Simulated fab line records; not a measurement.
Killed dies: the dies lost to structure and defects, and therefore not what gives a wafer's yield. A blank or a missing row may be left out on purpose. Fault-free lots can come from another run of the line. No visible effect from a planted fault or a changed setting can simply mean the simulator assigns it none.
Which tool was responsible? + flow n5Finfet + Sampling: 7 lots, 21 wafers, 4 of 1938 route steps

== WHAT THE GAUGES READ, wafer by wafer ==
N5_SD_EPI_P_EPI_MEAS_23.
| lot  | measured    | on           | thkNm (nm)     |
|------|-------------|--------------|----------------|
| L441 | day 3 21:23 | filmMetro-02 | 61.5 62.9 62.0 |
| L443 | day 4 11:17 | filmMetro-02 | 60.6 60.8 61.4 |
| L446 | day 5 04:38 | filmMetro-01 | 77.6 74.3 74.0 |
| L456 | day 7 15:53 | filmMetro-01 | 61.9 61.9 63.4 |
| L458 | day 8 03:22 | filmMetro-01 | 58.8 60.6 58.5 |
| L460 | day 8 17:34 | filmMetro-01 | 60.4 59.2 60.4 |
| L462 | day 9 04:14 | filmMetro-01 | 61.9 60.0 60.5 |

== WHAT TOOL EACH LOT RAN ON (gives the tool, then ch and the chambers of the sampled wafers, and finally the start) ==
| lot  | N5_SD_EPI_N_ETCH_45              | N5_SD_EPI_N_SD_RECESS_17       | N5_SD_EPI_P_EPI_21            |
|------|----------------------------------|--------------------------------|-------------------------------|
| L441 | rieDiel-01 ch 1,3, day 3 13:55   | rieSi-03 ch 0,3, day 3 14:05   | epiRpcvd-02 ch 0, day 3 19:32 |
| L443 | rieDiel-03 ch 0,1,2, day 4 03:57 | rieSi-03 ch 0,1, day 4 04:07   | epiRpcvd-03 ch 0, day 4 09:27 |
| L446 | rieDiel-04 ch 0,1,3, day 4 20:31 | rieSi-03 ch 0,1, day 4 20:41   | epiRpcvd-03 ch 0, day 5 03:09 |
| L456 | rieDiel-04 ch 0,2,3, day 7 08:23 | rieSi-06 ch 0,1,2, day 7 08:33 | epiRpcvd-01 ch 0, day 7 14:24 |
| L458 | rieDiel-03 ch 0,2, day 7 19:53   | rieSi-01 ch 1,3, day 7 20:03   | epiRpcvd-01 ch 0, day 8 01:31 |
| L460 | rieDiel-04 ch 0,2,3, day 8 07:03 | rieSi-01 ch 1,3, day 8 07:14   | epiRpcvd-02 ch 0, day 8 13:40 |
| L462 | rieDiel-01 ch 0,1,3, day 8 20:07 | rieSi-03 ch 0,2,3, day 8 20:17 | epiRpcvd-02 ch 0, day 9 03:07 |
- N5_SD_EPI_N_ETCH_45: etches SiOCN in CH3F/O2, target depth 6 nm.
- N5_SD_EPI_N_SD_RECESS_17: chemistry HBr/Cl2/O2, target depth 41 nm, time 23.7 s, bt time 3 s.
- N5_SD_EPI_P_EPI_21: deposits SiGe:B, time 355 s.

== THE ANSWER, worked out from the rows above alone ==
Rule: what is usual is taken from the lots themselves. The widest of any qualifying gaps counts: lots, ordered by their means at a reading, are off when they make up no more than a third of the lots, leave a main group of 4 or more, and stand apart from it by 3 or more times the standard deviation of that group's means. If all means in a main group match to the digits the tables above print for the reading, that group is not used. A lot without any number at a reading at which 4 lots or more have one is off too. Any other lot the step has rows for is counted as sound.
Off: L446, at N5_SD_EPI_P_EPI_MEAS_23 (thkNm). For the main group the mean is 60.9 nm and the standard deviation 1.1.
If a tool, at a process step before that reading, ran all the lots that are off and no sound lot after the first of them, it fits. Those tools and the gauges at N5_SD_EPI_P_EPI_MEAS_23 are tried in the same way. One fits: epiRpcvd-03 at N5_SD_EPI_P_EPI_21. A fault onset in the window from L443 (day 4 09:27, its last sound lot) to L446 (day 5 03:09, its first lot off) fits.

== WHAT WAS PUT IN BY THE SIMULATOR ==
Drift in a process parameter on epiRpcvd-03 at N5_SD_EPI_P_EPI_21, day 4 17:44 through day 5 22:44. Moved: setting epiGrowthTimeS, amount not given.
Lots struck among those shown: L446. The rule above reached the same finding.
